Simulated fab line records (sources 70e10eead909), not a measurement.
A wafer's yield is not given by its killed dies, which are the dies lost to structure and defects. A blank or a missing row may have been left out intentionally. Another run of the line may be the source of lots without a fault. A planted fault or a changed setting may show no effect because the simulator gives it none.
The tool behind it: which one? ; flow nand-harc ; Sampling: 6 lots, 16 wafers, 4 of 1302 route steps

== WHAT THE GAUGES READ, wafer by wafer ==
NHARC_A_ZERO_WELL_CD_MEAS_10: the cd target is 2000 nm.
lot;measured;on;cd-nm (nm)
L328;day 7 09:50;cd-sem-02;1998.9 2001.7 2000.2
L335;day 11 04:46;cd-sem-01;1999.9 1999.9 2000.4
L337;day 11 14:14;cd-sem-02;1999.3
L344;day 14 09:54;cd-sem-01;1999.8 1998.7 2000.5
L346;day 14 23:04;cd-sem-01;1999.5 2000.3 1999.8
L348;day 16 01:28;cd-sem-03;2000.6 1999.7 1999.8

== WHAT TOOL EACH LOT RAN ON (gives the tool, then ch and the chambers of the sampled wafers, and finally the start) ==
lot;NHARC_P_BONDPAD_PVD_17;NHARC_P_BONDPAD_PVD_27;NHARC_A_ZERO_WELL_SOFTBAKE_05
L328;pvd-sputter-02, day 7 09:00 or earlier;pvd-sputter-02, day 7 09:00 or earlier;litho-track-02 ch 0, day 7 09:00
L335;pvd-sputter-03, day 11 04:00 or earlier;pvd-sputter-03, day 11 04:00 or earlier;litho-track-07 ch 0, day 11 04:00
L337;pvd-sputter-02, day 11 13:00 or earlier;pvd-sputter-02, day 11 13:00 or earlier;litho-track-03 ch 0, day 11 13:00
L344;pvd-sputter-01, day 14 09:00 or earlier;pvd-sputter-01, day 14 09:00 or earlier;litho-track-03 ch 0, day 14 09:00
L346;pvd-sputter-01, day 14 22:00 or earlier;pvd-sputter-01, day 14 22:00 or earlier;litho-track-02 ch 0, day 14 22:00
L348;pvd-sputter-03, day 16 01:00 or earlier;pvd-sputter-03, day 16 01:00 or earlier;litho-track-07 ch 0, day 16 01:00
- NHARC_P_BONDPAD_PVD_17: deposits TaN, target thk 5 nm, time 8.06 s.
- NHARC_P_BONDPAD_PVD_27: deposits Cu, target thk 30 nm, time 20.49 s.
- NHARC_A_ZERO_WELL_SOFTBAKE_05: time 70 s.

== THE ANSWER, worked out from the rows above alone ==
Rule: the usual values come from the lots themselves. Put in order of their means at a reading, lots are off if they are a third of the lots or fewer, leave a main group of 4 or more, and stand apart from it by a gap of 3 or more times the standard deviation of the main group's means; of several such gaps the widest counts. A main group is skipped when, at the precision printed for the reading in the tables above, its means are all equal. Also off: a lot with no number at a reading for which 4 or more lots have one. Where the step has rows for the other lots, those lots are counted as sound.
Across all readings shown, no lot is off: no conclusion can be drawn from this.

== WHAT HAD BEEN PUT IN BY THE SIMULATOR ==
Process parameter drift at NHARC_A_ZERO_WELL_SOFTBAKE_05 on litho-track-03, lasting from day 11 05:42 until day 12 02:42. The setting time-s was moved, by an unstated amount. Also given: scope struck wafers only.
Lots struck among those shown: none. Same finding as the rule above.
